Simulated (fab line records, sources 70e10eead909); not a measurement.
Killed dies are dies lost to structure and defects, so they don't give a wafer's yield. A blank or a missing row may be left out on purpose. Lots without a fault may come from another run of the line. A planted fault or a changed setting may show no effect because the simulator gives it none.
fab line records | flow nand_harc
record lots=12 wafers=36 last_day=34
route steps=1302 shown P_GATE@174 END@1302
lots that met no fault: from a run of the same line without faults
start_h: hours from the record's first day to the start of the lot's first wafer shown | wait_h: hours since the lot's step before | " the same as in the row above | L1.1+2: a row that stands for several wafers | - no value, or no start given | * or withheld: withheld | < > ~ a bound
route shown NAME@n: a module of which the file shows steps, and the number in the route of the first | usual: mean/standard deviation of fault-free wafers | same: alike in all rows | chamber/n: place in a boat | sites: the reading at each site | _std_site: their standard deviation | _edge_site: outer sites' mean less inner sites' | radius_mm: how far each site lies from the wafer's centre | mask NAME#n: copy n | behind: the tool/chamber that last shaped the wafer | hold: why the lot was held/for how many hours/how that ended | device: the transistor (n, p or np) that didn't switch | end of line: the same wafers' tests at the end of the route | a step without rows: its recipe alone | killed: dies lost to structure and defects at the first sort, not the wafer's yield | map: a wafer's dies, x killed, . not, _ none there
set.NAME: the setting as run; set.NAME@STEP: as run at that earlier step | model.NAME: the simulator's own value behind a step, which no gauge read
steps of the route over a sample of lots; a table a step, a row a wafer
services: from which hour (start_h, from the record's first day; less than 0 if before it) a tool's chamber was out of use, for how many hours, and why
## steps
# step NHARC_P_GATE_STRIP_111
# recipe power_w=1500 temp_c=110 time_s=250 chemistry=N2/H2
# usual drypump_motor_current_A=5.8/0.42 heater_power_w=83.1/2.9
# columns lot.wafer tool chamber start_h wait_h drypump_motor_current_A heater_power_w rf_hours_counter_h
L956.3 plasma_asher-02 1 144.20 0.2 6.5 84.5 -
L956.5 " 1 " " 6.5 85.7 -
L956.6 " 0 " " 6.0 78.4 -
L958.1 plasma_asher-02 0 154.05 0.2 6.0 80.5 13
L958.4 " 1 " " 6.5 84.7 -
L958.5 " 0 " " 6.0 78.2 -
L959.2 plasma_asher-02 0 169.68 0.2 6.0 79.7 19
L959.4 " 1 " " 6.5 86.2 -
L959.6 " 1 " " 6.5 83.6 -
L960.4 plasma_asher-01 0 180.76 0.2 5.4 84.7 -
L960.3 " 1 " " 5.5 84.8 -
L960.5 " 1 " " 5.5 83.9 -
L961.3 plasma_asher-02 0 193.73 0.2 6.0 78.1 -
L961.6 " 0 " " 6.0 77.4 -
L961.5 " 1 " " 6.5 86.2 -
L968.4 plasma_asher-01 0 256.68 0.2 5.4 84.6 -
L968.3 " 1 " " 5.6 82.2 -
L968.5 " 0 " " 5.4 83.1 -
L969.2 plasma_asher-02 1 275.41 0.2 6.5 85.4 4
L969.3 " 0 " " 6.0 80.9 -
L969.6 " 1 " " 6.5 87.4 -
L970.1 plasma_asher-01 0 279.12 0.3 5.4 83.7 20
L970.4 " 1 " " 5.5 81.0 -
L970.6 " 0 " " 5.4 86.0 -
L971.4 plasma_asher-02 1 287.94 0.2 6.5 87.2 -
L971.3 " 0 " " 6.0 80.4 -
L971.5 " 1 " " 6.5 86.7 -
L972.2 plasma_asher-02 1 301.04 0.2 6.5 87.2 11
L972.3 " 1 " " 6.5 88.1 -
L972.4 " 0 " " 6.0 79.7 -
L974.2 plasma_asher-02 0 329.70 0.2 6.0 81.8 16
L974.4 " 0 " " 6.0 79.8 -
L974.5 " 1 " " 6.5 87.5 -
L976.1 plasma_asher-01 1 340.47 0.2 5.5 83.6 32
L976.3 " 0 " " 5.4 84.6 -
L976.5 " 1 " " 5.5 82.3 -
# step NHARC_P_GATE_DESCUM_61
# recipe time_s=3 o2_flow_sccm=200 ar_flow_sccm=0 bias_power_w=0 chemistry=O2
# usual drypump_motor_current_A=5.8/0.37 o2_flow_sccm=200.0/0.59 oes_product_au=1.005/0.011 rf_vpp_V=57.8/0.86 showerhead_plenum_p_Torr=1.95/0.074 throttle_valve_pct=11.312/0.0082
# columns lot.wafer tool chamber start_h wait_h drypump_motor_current_A o2_flow_sccm oes_product_au rf_hours_counter_h rf_vpp_V showerhead_plenum_p_Torr throttle_valve_pct
L956.3 rie_diel-03 2 145.38 - 5.7 199.8 1.002 0.6 56.9 1.97 11.295
L956.6 " 2 " " 5.8 200.2 0.998 - 58.3 1.97 11.320
L956.5 " 3 " " 5.9 199.5 0.983 - 58.0 2.01 11.302
L958.1 rie_diel-11 0 155.31 - 5.3 199.7 1.021 2.7 58.4 1.91 11.318
L958.4 " 2 " " 6.4 199.2 1.014 2.4 57.1 2.04 11.315
L958.5 " 1 " " 6.2 199.3 1.031 - 57.3 1.88 11.312
L959.2 rie_diel-07 2 171.01 - 6.4 199.7 1.003 2.3 59.0 1.98 11.314
L959.4 " 1 " " 6.4 200.3 1.015 2.9 58.2 1.86 11.312
L959.6 " 2 " " 6.4 200.2 1.006 - 57.5 1.98 11.315
L960.3 rie_diel-11 3 181.92 - 5.5 200.4 0.998 4.8 59.3 2.07 11.306
L960.4 " 0 " " 5.3 200.1 1.012 4.8 57.2 1.91 11.307
L960.5 " 0 " " 5.3 200.3 1.006 - 57.5 1.91 11.300
L961.3 rie_diel-03 2 195.01 - 5.7 200.0 1.005 4.0 58.7 1.97 11.312
L961.5 " 2 " " 5.7 200.0 1.006 - 57.5 1.97 11.323
L961.6 " 3 " " 5.9 200.1 1.012 - 57.5 2.01 11.315
L968.3 rie_diel-07 1 257.98 - 6.4 200.9 1.001 8.8 58.3 1.86 11.315
L968.4 " 2 " " 6.4 199.9 0.999 8.8 58.3 1.98 11.318
L968.5 " 1 " " 6.4 201.0 1.001 - 58.3 1.86 11.313
L969.2 rie_diel-11 3 276.77 - 5.5 200.2 1.006 1.4 57.4 2.07 11.301
L969.3 " 0 " " 5.3 200.6 0.996 0.9 56.6 1.91 11.309
L969.6 " 2 " " 6.4 200.1 1.033 - 58.9 2.04 11.311
L970.4 rie_diel-11 2 280.51 - 6.4 199.5 1.020 1.8 57.8 2.04 11.327
L970.1 " 0 " " 5.3 200.2 1.000 1.0 57.1 1.91 11.322
L970.6 " 2 " " 6.4 200.7 1.017 - 60.1 2.04 11.323
L971.4 rie_diel-11 3 289.11 - 5.5 199.9 1.002 1.6 57.8 2.06 11.308
L971.3 " 2 " " 6.4 201.0 1.018 1.8 57.7 2.04 11.309
L971.5 " 3 " " 5.5 200.1 1.001 - 59.3 2.07 11.320
L972.3 rie_diel-03 0 302.31 - 5.9 200.2 1.011 0.8 56.8 1.86 11.304
L972.4 " 1 " " 5.7 199.5 1.002 0.7 57.8 1.94 11.322
L972.2 " 2 " " 5.7 201.2 1.005 0.6 58.4 1.97 11.313
L974.2 rie_diel-11 0 331.10 - 5.3 199.4 1.005 3.0 56.5 1.91 11.304
L974.4 " 2 " " 6.4 199.2 1.023 4.0 57.9 2.03 11.321
L974.5 " 3 " " 5.5 200.5 0.991 - 57.4 2.06 11.303
L976.3 rie_diel-03 3 341.79 - 5.9 201.5 1.013 2.8 58.3 2.01 11.323
L976.1 " 1 " " 5.8 200.0 1.002 3.9 57.6 1.94 11.302
L976.5 " 0 " " 5.8 199.7 1.019 - 56.4 1.85 11.300
# step NHARC_P_GATE_STRIP_76
# recipe power_w=1500 temp_c=250 chemistry=O2
# usual drypump_motor_current_A=6.0/0.42 heater_power_w=310/12
# columns lot.wafer tool chamber start_h wait_h drypump_motor_current_A heater_power_w rf_hours_counter_h
L956.3 plasma_asher-02 0 146.03 0.2 6.1 285 -
L956.6 " 0 " " 6.0 297 -
L956.5 " 1 " " 6.5 315 -
L958.1 plasma_asher-02 1 155.94 0.2 6.5 320 14
L958.4 " 0 " " 6.0 295 -
L958.5 " 1 " " 6.4 321 -
L959.2 plasma_asher-02 1 171.70 0.2 6.5 321 20
L959.4 " 0 " " 6.0 291 -
L959.6 " 1 " " 6.5 325 -
L960.4 plasma_asher-02 1 182.57 0.2 6.5 315 -
L960.3 " 0 " " 6.0 291 -
L960.5 " 1 " " 6.5 318 -
L961.3 plasma_asher-02 0 195.67 0.1 6.0 294 -
L961.5 " 1 " " 6.5 308 -
L961.6 " 0 " " 6.0 295 -
L968.4 plasma_asher-02 0 258.63 0.2 6.0 293 -
L968.3 " 1 " " 6.5 322 -
L968.5 " 0 " " 6.0 304 -
L969.2 plasma_asher-01 0 277.39 0.2 5.4 322 20
L969.3 " 1 " " 5.5 306 -
L969.6 " 0 " " 5.4 313 -
L970.1 plasma_asher-02 1 281.14 0.2 6.4 324 6
L970.4 " 1 " " 6.5 322 -
L970.6 " 1 " " 6.5 327 -
L971.3 plasma_asher-01 0 289.76 0.2 5.4 312 -
L971.4 " 1 " " 5.6 317 -
L971.5 " 0 " " 5.4 314 -
L972.2 plasma_asher-02 0 302.95 0.2 6.0 300 11
L972.4 " 1 " " 6.5 324 -
L972.3 " 0 " " 6.0 293 -
L974.2 plasma_asher-02 1 331.71 0.2 6.5 328 17
L974.4 " 0 " " 6.0 301 -
L974.5 " 1 " " 6.5 320 -
L976.1 plasma_asher-02 0 342.43 0.2 6.0 301 20
L976.3 " 1 " " 6.5 328 -
L976.5 " 1 " " 6.5 324 -
# step NHARC_P_GATE_RTA_80
# recipe temp_c=300 time_s=30
# usual wafer_temp_C_max=301.3/0.31
# columns lot.wafer tool chamber start_h wait_h wafer_temp_C_max
L956.3 rtp_anneal-01 0 149.38 - 302.1
L956.5 " 0 " " 301.8
L956.6 " 0 " " 301.4
L958.1 rtp_anneal-02 0 159.30 - 301.0
L958.4 " 0 " " 300.8
L958.5 " 0 " " 301.0
L959.2 rtp_anneal-02 0 175.52 - 301.4
L959.4 " 0 " " 301.5
L959.6 " 0 " " 301.5
L960.3 rtp_anneal-02 0 185.95 - 301.1
L960.4 " 0 " " 301.4
L960.5 " 0 " " 300.8
L961.3 rtp_anneal-01 0 199.01 - 301.1
L961.5 " 0 " " 301.2
L961.6 " 0 " " 301.2
L968.3 rtp_anneal-01 0 261.87 - 301.2
L968.4 " 0 " " 301.5
L968.5 " 0 " " 301.7
L969.2 rtp_anneal-02 0 280.96 - 301.7
L969.3 " 0 " " 300.9
L969.6 " 0 " " 301.7
L970.1 rtp_anneal-01 0 284.45 - 301.5
L970.4 " 0 " " 301.9
L970.6 " 0 " " 301.0
L971.3 rtp_anneal-02 0 293.11 - 301.2
L971.4 " 0 " " 300.8
L971.5 " 0 " " 301.6
L972.2 rtp_anneal-01 0 306.41 - 301.0
L972.3 " 0 " " 301.5
L972.4 " 0 " " 301.0
L974.2 rtp_anneal-01 0 335.52 - 300.7
L974.4 " 0 " " 301.2
L974.5 " 0 " " 300.9
L976.1 rtp_anneal-01 0 345.62 - 300.9
L976.3 " 0 " " 301.9
L976.5 " 0 " " 301.2
# step NHARC_P_GATE_INSPECT_68
# usual raw_defect_count=186/75
# columns lot.wafer tool chamber start_h wait_h raw_defect_count
L956.3 defect_inspect-02 - 149.98 0.1 158
L956.5 " - " " 174
L956.6 " - " " 167
L958.1 defect_inspect-01 - 159.96 0.2 158
L958.4 " - " " 133
L958.5 " - " " 168
L959.2 defect_inspect-01 - 176.15 0.1 1600
L959.4 " - " " 1548
L959.6 " - " " 1513
L960.3 defect_inspect-02 - 186.55 0.1 185
L960.4 " - " " 117
L960.5 " - " " 177
L961.3 defect_inspect-02 - 199.61 0.1 1573
L961.5 " - " " 1509
L961.6 " - " " 1511
L968.3 defect_inspect-01 - 262.47 0.1 278
L968.4 " - " " 157
L968.5 " - " " 203
L969.2 defect_inspect-01 - 281.59 0.1 133
L969.3 " - " " 164
L969.6 " - " " 153
L970.1 defect_inspect-02 - 285.11 0.2 190
L970.4 " - " " 133
L970.6 " - " " 134
L971.3 defect_inspect-01 - 293.71 0.1 114
L971.4 " - " " 161
L971.5 " - " " 112
L972.2 defect_inspect-01 - 307.03 0.1 240
L972.3 " - " " 213
L972.4 " - " " 291
L974.2 defect_inspect-01 - 336.16 0.1 93
L974.4 " - " " 197
L974.5 " - " " 219
L976.1 defect_inspect-01 - 346.28 0.2 276
L976.3 " - " " 142
L976.5 " - " " 187
# step NHARC_END_SORT_01
# recipe temp_c=25
# usual killed_at_array=56/19 killed_at_other=1.0/1.3 killed_at_periphery=3.8/2.2 killed_dies=61/19 killed_open=3.1/1.9 killed_short=2.3/1.5
# same gross_dies=677
# columns lot.wafer tool chamber start_h wait_h killed_at_array killed_at_other killed_at_periphery killed_dies killed_open killed_short
L959.2 prober-01 0 624.20 2.8 63 0 76 139 5 1
L959.4 prober-01 0 625.81 3.4 77 1 86 164 5 1
L959.6 prober-01 0 627.43 4.0 72 1 83 156 2 3
L961.3 prober-01 0 639.79 3.1 54 3 83 140 6 2
L961.5 prober-01 0 641.41 3.7 57 1 93 151 1 2
L961.6 prober-01 0 642.22 4.0 48 3 78 129 2 2
# killed by level:class
L959.2 P_GATE:unspecified=75 A_CHANNEL_HOLE_D1:chamber_film_flake=22 A_CHANNEL_HOLE_D2:chamber_film_flake=20 A_CONTACT:chamber_film_flake=13 P_CONTACT:geometric_particle:open=1 A_DECK1_JOINT:geometric_particle:open=1 A_ONON_D2:geometric_particle:open=1 A_CHANNEL_FILL_D2:geometric_particle:open=1
L959.4 P_GATE:unspecified=83 A_CHANNEL_HOLE_D1:chamber_film_flake=31 A_CHANNEL_HOLE_D2:chamber_film_flake=30 A_CONTACT:chamber_film_flake=8 A_CHANNEL_FILL_D1:chamber_film_flake=2 P_GATE:geometric_particle:open=1 P_CONTACT:geometric_particle:open=1 P_M1:geometric_particle:open=1
L959.6 P_GATE:unspecified=83 A_CHANNEL_HOLE_D2:chamber_film_flake=31 A_CHANNEL_HOLE_D1:chamber_film_flake=21 A_CONTACT:chamber_film_flake=8 A_CHANNEL_FILL_D1:chamber_film_flake=3 A_ONON_D1:geometric_particle:open=1 A_CHANNEL_FILL_D1:geometric_particle:short=1 A_CHANNEL_FILL_D2:geometric_particle:short=1
L961.3 P_GATE:unspecified=75 A_CHANNEL_HOLE_D1:chamber_film_flake=23 A_CHANNEL_HOLE_D2:chamber_film_flake=20 P_ZERO_WELL:chamber_film_flake=3 A_CONTACT:chamber_film_flake=3 A_ONON_D1:geometric_particle:open=2 P_STI:chamber_film_flake=2 A_M1:chamber_film_flake=2
L961.5 P_GATE:unspecified=87 A_CHANNEL_HOLE_D2:chamber_film_flake=26 A_CHANNEL_HOLE_D1:chamber_film_flake=21 A_STAIRCASE:chamber_film_flake=3 P_STI:chamber_film_flake=3 A_CONTACT:chamber_film_flake=3 P_BONDPAD:chamber_film_flake=2 A_ONON_D1:geometric_particle:short=1
L961.6 P_GATE:unspecified=72 A_CHANNEL_HOLE_D2:chamber_film_flake=19 A_CHANNEL_HOLE_D1:chamber_film_flake=19 P_BONDPAD:chamber_film_flake=4 A_CONTACT:chamber_film_flake=4 P_GATE:geometric_particle:short=2 A_STAIRCASE:chamber_film_flake=2 A_M1:chamber_film_flake=2
## services
# columns tool chamber start_h hours kind
rie_diel-11 1 121.85 6.4 repair
rie_diel-11 2 122.63 10.9 repair
rie_diel-07 - 139.55 1.1 repair
rie_diel-03 1 155.59 4.8 repair
plasma_asher-01 - 165.00 9.0 pm
rie_diel-07 0 188.12 5.2 repair
rie_diel-07 1 191.78 7.4 repair
rie_diel-07 3 193.63 8.2 repair
rie_diel-11 0 204.59 4.2 repair
rie_diel-03 0 209.83 7.8 repair
rie_diel-07 1 242.24 8.3 repair
rie_diel-03 2 242.91 4.0 repair
plasma_asher-02 - 249.24 9.0 pm
plasma_asher-02 0 249.24 9.0 vent_cycle
rie_diel-11 - 255.53 9.0 pm
rie_diel-07 0 277.34 3.5 repair
rie_diel-03 3 280.84 4.3 repair
rie_diel-03 - 282.01 9.0 pm
rie_diel-07 - 294.63 9.0 pm
rie_diel-11 - 295.56 1.2 repair
rie_diel-11 2 309.67 11.1 repair
rie_diel-07 1 333.38 8.6 repair
rie_diel-07 3 334.75 15.5 repair
plasma_asher-01 - 342.00 9.0 pm
## key
first_sign step=NHARC_P_GATE_INSPECT_68 reading=raw_defect_count direction=up sigmas=18 usual=186 struck=1542
effect step=NHARC_END_SORT_01 reading=killed_at_periphery direction=up sigmas=36 usual=3.8 struck=83.2
more_kills_born_at NHARC_P_GATE_STRIP_111@plasma_asher-02=475
met_at NHARC_P_GATE_STRIP_111
struck_lots L959,L961
tester_left_out L959,L961
not_acting_at NHARC_P_GATE_DESCUM_61,NHARC_P_GATE_STRIP_76,NHARC_P_GATE_RTA_80
onset_between 154.05 169.68
fault kind=chamber_particle_source tool=plasma_asher-02 chamber=- onset_h=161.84 steps=NHARC_P_GATE_STRIP_111 rate_per_visit_cm2=2.1813 end_h=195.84
# tester_left_out: of these lots the tester's yield and bins aren't shown, on N5 and GAA mostly nor the transistor test; their killed dies are dies lost to structure and defects alone, not to doping, threshold or leakage, so they don't give the yield
